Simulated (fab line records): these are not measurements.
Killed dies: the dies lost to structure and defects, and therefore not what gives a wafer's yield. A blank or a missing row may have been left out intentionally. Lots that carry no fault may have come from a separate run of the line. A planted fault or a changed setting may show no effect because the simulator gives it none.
Struck lot and sound lot, side by side    flow n5-finfet    23 out of 1938 route steps
Sound: these wafers, L976.2, L976.3, L976.5. Struck: wafer L965.3. (L965.4, L965.5 of the same lot were not struck and are left out.) The cause comes at the end.
Order at every step that has rows: each side's tool, ch and its chambers, its first start. Under that, the readings that differ: sound wafers    struck wafers    difference of the means    sigmas: that difference in standard deviations of wafers without a fault.
alike: readings whose means differ by less than 2 such deviations, and words and numbers that are the same on both sides. not compared: withheld readings, readings that some wafer has no value for, bounds like >300 that may hide the same value, and numbers for which the record gives no deviation and whose values overlap.
The two part at a step that has a row with sigmas, a row that says differs or no value, or rows on one side only. Numbers that don't overlap but have no deviation are shown without sigmas and don't part them. A reading missing from all wafers of one side parts the sides only when that side holds two or more wafers.

first, 3 steps without rows for these wafers: N5_PMOS_HMC_CHANNEL_EPI_EXPOSE_06 (exposes mask PMOS HMC BLK, target cd 240 nm); N5_PMOS_HMC_CHANNEL_EPI_PEB_07 (peb time 60 s); N5_PMOS_HMC_CHANNEL_EPI_DEVELOP_08 (develop time 30 s).
N5_PMOS_HMC_CHANNEL_EPI_CD_MEAS_09: target cd 237.4 nm.
  sound on cd-sem-02 ch 0, day 6 11:20; struck on cd-sem-02 ch 0, day 3 19:14
  alike: cd-nm
N5_PMOS_HMC_CHANNEL_EPI_OVL_MEAS_10:
  sound on overlay-01 ch 0, day 6 11:22; struck on overlay-02 ch 0, day 3 19:16
  alike: PMOS_HMC_BLK_OVL
N5_PMOS_HMC_CHANNEL_EPI_INSPECT_11: inspects for defects (macro).
  sound on defect-inspect-01, day 6 11:24; struck on defect-inspect-01, day 3 19:17
  alike: raw-defect-count
then, 1 step without rows for these wafers: N5_PMOS_HMC_CHANNEL_EPI_DESCUM_14 (chemistry O2, time 7.9 s).
N5_PMOS_HMC_CHANNEL_EPI_ETCH_32: etches BARC in N2/H2, stops on SiO2, target depth 85.8 nm, time 50.3 s.
  sound on rie-diel-06 ch 0,1,3, day 6 11:28; struck on rie-diel-02 ch 3, day 3 19:22
  alike: bias-w, chamber-pressure-mTorr, drypump-motor-current-A, oes-product-au, rf-vpp-V, showerhead-plenum-p-Torr, throttle-valve-pct
  not compared: rf-hours-counter-h
N5_PMOS_HMC_CHANNEL_EPI_HM_OPEN_15: chemistry CHF3/O2, target SiO2, target depth 40.6 nm, time 20.3 s.
  sound on rie-diel-06 ch 0,1,3, day 6 11:31; struck on rie-diel-02 ch 3, day 3 19:24
  alike: bias-w, chamber-pressure-mTorr, drypump-motor-current-A, oes-product-au, rf-vpp-V, showerhead-plenum-p-Torr, throttle-valve-pct
  not compared: rf-hours-counter-h
N5_PMOS_HMC_CHANNEL_EPI_STRIP_33: strips in N2/H2.
  sound on rie-diel-06 ch 0,1,3, day 6 11:34; struck on rie-diel-02 ch 3, day 3 19:28
  alike: bias-power-w, chamber-pressure-mTorr, drypump-motor-current-A, oes-product-au, rf-vpp-V, showerhead-plenum-p-Torr, throttle-valve-pct
  not compared: rf-hours-counter-h
then, 1 step without rows for these wafers: N5_PMOS_HMC_CHANNEL_EPI_STRIP_17 (strips in SPM, time 750 s).
N5_PMOS_HMC_CHANNEL_EPI_ETCH_38: etches SiO2 in CF4, target depth 1.5 nm.
  sound on rie-si-04 ch 1,2, day 6 11:52; struck on rie-si-04 ch 1, day 3 19:46
  alike: bias-w, chamber-pressure-mTorr, drypump-motor-current-A, oes-product-au, throttle-valve-pct
  not compared: rf-hours-counter-h
N5_PMOS_HMC_CHANNEL_EPI_FIN_RECESS_16: chemistry HBr/Cl2, target Si, target depth 54 nm, time 18 s.
  sound on rie-si-04 ch 1,2, day 6 11:53; struck on rie-si-04 ch 1, day 3 19:47
reading                                           sound              struck  difference  sigmas
model.etch.depth-nm (nm)                          53.64 53.64 53.75  57.67   +3.99       
model.PMOS_HMC_CHANNEL_EPI.feature-depth-nm (nm)  53.64 53.64 53.75  57.67   +3.99       
  alike: bias-w, chamber-pressure-mTorr, drypump-motor-current-A, oes-product-au, throttle-valve-pct
  not compared: rf-hours-counter-h
then, 6 steps without rows for these wafers: N5_PMOS_HMC_CHANNEL_EPI_PRECLEAN_36 (cleans in O3/DIW, time 45 s); N5_PMOS_HMC_CHANNEL_EPI_PRECLEAN_18 (cleans in DHF, time 30 s); N5_PMOS_HMC_CHANNEL_EPI_SRD_19 (time 30 s); N5_PMOS_HMC_CHANNEL_EPI_EPI_20 (deposits SiGe30, target thk 59 nm); N5_PMOS_HMC_CHANNEL_EPI_HM_STRIP_35 (strips SiO2 in dHF, material SiO2, target depth 39.6 nm, time 216 s); N5_PMOS_HMC_CHANNEL_EPI_SRD_39 (time 30 s).
N5_PMOS_HMC_CHANNEL_EPI_CMP_21: polishes SiGe30, target thk 54 nm.
  sound on cmp-04 ch 0,2,3, day 6 15:51; struck on cmp-02 ch 0, day 3 21:47
  alike: motor-current-A
N5_PMOS_HMC_CHANNEL_EPI_THK_MEAS_22:
  sound on film-metro-01, day 6 16:04; struck on film-metro-01, day 3 22:02
reading           sound           struck  difference  sigmas
HMC_CMP_THK (nm)  53.7 53.7 53.7  57.6    +3.9        +4
then, 1 step without rows for these wafers: N5_PMOS_HMC_CHANNEL_EPI_PRECLEAN_40 (cleans in DHF, time 30 s).
-- here the record skips 11 days between the struck wafers' starts before and after, leaving off in module PMOS_HMC_CHANNEL_EPI and picking up in module PASSIVATION (first step shown: number 1936 of the route) --
N5_PASSIVATION_PROBE_49:
  the record has rows for the struck wafers here (prober-02, day 14 18:27) and none for the sound ones

WHERE THEY PART
Earliest at N5_PMOS_HMC_CHANNEL_EPI_THK_MEAS_22; latest, in this record, at N5_PASSIVATION_PROBE_49.

WHY: what the simulator had put in
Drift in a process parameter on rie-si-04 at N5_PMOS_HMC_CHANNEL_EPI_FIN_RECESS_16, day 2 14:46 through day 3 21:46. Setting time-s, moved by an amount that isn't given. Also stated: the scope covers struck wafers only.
